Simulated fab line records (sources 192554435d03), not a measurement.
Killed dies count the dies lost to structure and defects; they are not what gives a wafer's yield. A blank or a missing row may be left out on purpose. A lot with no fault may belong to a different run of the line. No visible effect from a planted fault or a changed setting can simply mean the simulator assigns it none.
Struck lot and sound lot, side by side || flow n5-finfet || 43 out of 1938 route steps
Sound: wafers L184.2, L184.3, L184.6. Struck: wafers L200.1, L200.4 (left out: L200.6, a lot-mate that was not struck); the cause follows at the end.
For every step that has rows: the tool of each side, followed by ch and its chambers, followed by its first start. Under that, the readings that differ: sound wafers || struck wafers || difference of the means || sigmas: that difference in standard deviations of wafers without a fault.
alike: readings whose means differ by less than 2 such deviations, and words and numbers that are the same on both sides. not compared: withheld readings, readings that some wafer has no value for, bounds like >300 that may hide the same value, and numbers for which the record gives no deviation and whose values overlap.
A row with sigmas, a row that says differs or no value, or rows on one side alone: a step with any of these is where the two part. Non-overlapping numbers with no deviation appear without sigmas and do not part them. Lack of a reading on every wafer of one side parts them only where that side has two or more wafers.

N5_PMOS_HMC_CHANNEL_EPI_EPI_26: deposits Si from SiH4/H2, target thk 3.8 nm, time 22.7 s.
  sound on epi-rpcvd-03 ch 0, day 1 20:03; struck on epi-rpcvd-04 ch 0, day 5 19:38
  alike: lamp-inner-pct, susceptor-temp-C, throttle-valve-pct
N5_PMOS_HMC_CHANNEL_EPI_INSPECT_30: inspects for defects (darkfield).
  sound: defect-inspect-02 at day 1 20:27; struck: defect-inspect-01 at day 5 20:01
  alike: raw-defect-count
then, 4 steps without rows for these wafers: N5_FIN_SAQP_PRECLEAN_42 (cleans in O3/DIW, time 60 s); N5_FIN_SAQP_PRECLEAN_00 (cleans in SC1, time 60 s); N5_FIN_SAQP_PRECLEAN_44 (cleans in SC2, time 45 s); N5_FIN_SAQP_SRD_01 (time 30 s).
N5_FIN_SAQP_ALD_61: deposits SiO2, target thk 4 nm, pulse time 1 s, purge time 2 s.
  sound on ald-sin-04 ch 0,1,3, day 1 22:08; struck on ald-sin-03 ch 0,1, day 5 20:33
  alike: heater-power-w, precursor-pulse-height-rel, susceptor-temp-C
then, 2 steps without rows for these wafers: N5_FIN_SAQP_DENSIFY_62 (time 60 s); N5_FIN_SAQP_HM_DEP_03 (deposits SiNx from SiH4/NH3/N2, target thk 38 nm, time 33.6 s).
N5_FIN_SAQP_THK_MEAS_05:
  sound: film-metro-02 at day 1 22:44; struck: film-metro-02 at day 5 21:05
  alike: thk-nm
N5_FIN_SAQP_PECVD_47: deposits a-Si from SiH4/He, target thk 45 nm, time 36.3 s.
  sound on pecvd-01 ch 1,2, day 1 22:46; struck on pecvd-01 ch 1,2, day 5 21:07
  alike: heater-power-w, showerhead-plenum-p-Torr, susceptor-temp-C, throttle-valve-pct
N5_FIN_SAQP_PECVD_48: deposits SiNx from SiH4/NH3/N2, target thk 25 nm, time 22.1 s.
  sound on pecvd-01 ch 1,2, day 1 22:49; struck on pecvd-01 ch 1,2, day 5 21:10
{"reading": "susceptor-temp-C (C)", "sound": "399.67 400.19 400.04", "struck": "- -", "difference": "no value on the struck wafers", "sigmas": ""}
{"reading": "model.SiNx_of_FIN_SAQP_PECVD_48.thk-nm (nm)", "sound": "24.7 25.07 25.13", "struck": "9.946 9.672", "difference": -15.158, "sigmas": ""}
  alike: heater-power-w, showerhead-plenum-p-Torr, throttle-valve-pct
then, 1 step without rows for these wafers: N5_FIN_SAQP_PECVD_06 (deposits a-Si from SiH4/He, target thk 60 nm, time 48.1 s).
N5_FIN_SAQP_THK_MEAS_07:
  sound: film-metro-01 at day 1 22:56; struck: film-metro-01 at day 5 21:17
  alike: thk-nm
then, 9 steps without rows for these wafers: N5_FIN_SAQP_HM_DEP_72 (deposits SiO2 from SiH4/N2O, target thk 12 nm, time 7.2 s); N5_FIN_SAQP_COAT_49 (time 60 s, resist thk 100 nm); N5_FIN_SAQP_COAT_50 (time 60 s, resist thk 35 nm); N5_FIN_SAQP_COAT_10 (resist thk 90 nm); N5_FIN_SAQP_EBR_12; N5_FIN_SAQP_SOFTBAKE_11 (time 60 s); N5_FIN_SAQP_EXPOSE_13 (exposes mask FIN CORE, target cd 35.6 nm); N5_FIN_SAQP_PEB_14 (peb time 60 s); N5_FIN_SAQP_DEVELOP_15 (develop time 30 s).
N5_FIN_SAQP_CD_MEAS_16: target cd 35.6 nm.
  sound on cd-sem-01 ch 0, day 1 23:18; struck on cd-sem-02 ch 0, day 5 21:46
  alike: cd-nm
N5_FIN_SAQP_OVL_MEAS_17:
  sound on overlay-01 ch 0, day 1 23:20; struck on overlay-02 ch 0, day 5 21:49
  alike: FIN_CORE_OVL
N5_FIN_SAQP_INSPECT_18: inspects for defects (brightfield).
  sound: defect-inspect-02 at day 1 23:22; struck: defect-inspect-02 at day 5 21:50
  alike: raw-defect-count
N5_FIN_SAQP_DESCUM_21: chemistry O2, time 7.9 s.
  sound on rie-diel-02 ch 2,3, day 1 23:24; struck on rie-diel-02 ch 0,1, day 5 21:52
  alike: drypump-motor-current-A, oes-product-au, rf-vpp-V, showerhead-plenum-p-Torr, throttle-valve-pct
  not compared: rf-hours-counter-h
then, 1 step without rows for these wafers: N5_FIN_SAQP_ETCH_51 (etches SiARC in CF4, target depth 45.5 nm, time 75.8 s).
N5_FIN_SAQP_ETCH_52: etches SOC in N2/H2, target depth 100 nm, overetch 20 nm, time 150 s.
  sound on rie-diel-02 ch 2,3, day 1 23:32; struck on rie-diel-02 ch 0,1, day 5 21:58
  alike: drypump-motor-current-A, oes-product-au, rf-vpp-V, showerhead-plenum-p-Torr, throttle-valve-pct
  not compared: rf-hours-counter-h
then, 11 steps without rows for these wafers: N5_FIN_SAQP_STRIP_53 (strips in N2/H2); N5_FIN_SAQP_HM_OPEN_73 (chemistry CHF3/O2, target SiO2, stops on a-Si, target depth 12 nm, time 16.8 s); N5_FIN_SAQP_STRIP_74 (strips in CHF3/O2); N5_FIN_SAQP_MANDREL_ETCH_22 (etches a-Si in HBr/Cl2, stops on SiNx, target depth 60 nm, bt time 10 s, time 30 s); N5_FIN_SAQP_STRIP_55 (strips in N2/H2); N5_FIN_SAQP_STRIP_23 (strips in SPM, time 750 s); N5_FIN_SAQP_SRD_66 (time 30 s); N5_FIN_SAQP_RECESS_75 (chemistry HF/NH3, target SiO2, target depth 14.4 nm, afs cycles 3, sublimation time 60 s); N5_FIN_SAQP_SPACER1_ALD_24 (deposits SiO2, target thk 20.3 nm, pulse time 1 s, purge time 2 s); N5_FIN_SAQP_SPACER1_ETCHBACK_25 (etches SiO2 in CHF3/O2, target depth 24.4 nm, time 12.2 s); N5_FIN_SAQP_MANDREL1_REMOVE_56 (chemistry HBr/Cl2/O2, target a-Si, stops on SiNx, bt time 10 s).
N5_FIN_SAQP_CD_MEAS_27: target cd 20 nm.
  sound on cd-sem-01 ch 0, day 2 01:46; struck on cd-sem-02 ch 0, day 5 23:59
  alike: cd-nm
N5_FIN_SAQP_ETCH_57: etches SiNx in CH3F/O2, target depth 32.5 nm, time 46.4 s.
  sound on rie-diel-02 ch 3, day 2 01:49; struck on rie-diel-06 ch 1,3, day 6 00:05
  alike: drypump-motor-current-A, etch-rf-on-time-s, oes-product-au, rf-vpp-V, showerhead-plenum-p-Torr, throttle-valve-pct
  not compared: rf-hours-counter-h, model.etch.depth-nm
-- the record jumps here: 11 days lie between the struck wafers' starts before and after (it left off in module FIN_SAQP and takes up again in module PASSIVATION, whose first step shown is number 1936 of the route) --
N5_PASSIVATION_PROBE_49:
  rows exist in the record for the struck wafers here (prober-01, day 16 13:34), but not for the sound ones

WHERE THEY PART
Last at N5_PASSIVATION_PROBE_49 as far as this record goes, first at N5_FIN_SAQP_PECVD_48.

WHY: what the simulator had put in
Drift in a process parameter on pecvd-01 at N5_FIN_SAQP_PECVD_48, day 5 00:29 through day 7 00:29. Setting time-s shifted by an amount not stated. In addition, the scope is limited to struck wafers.
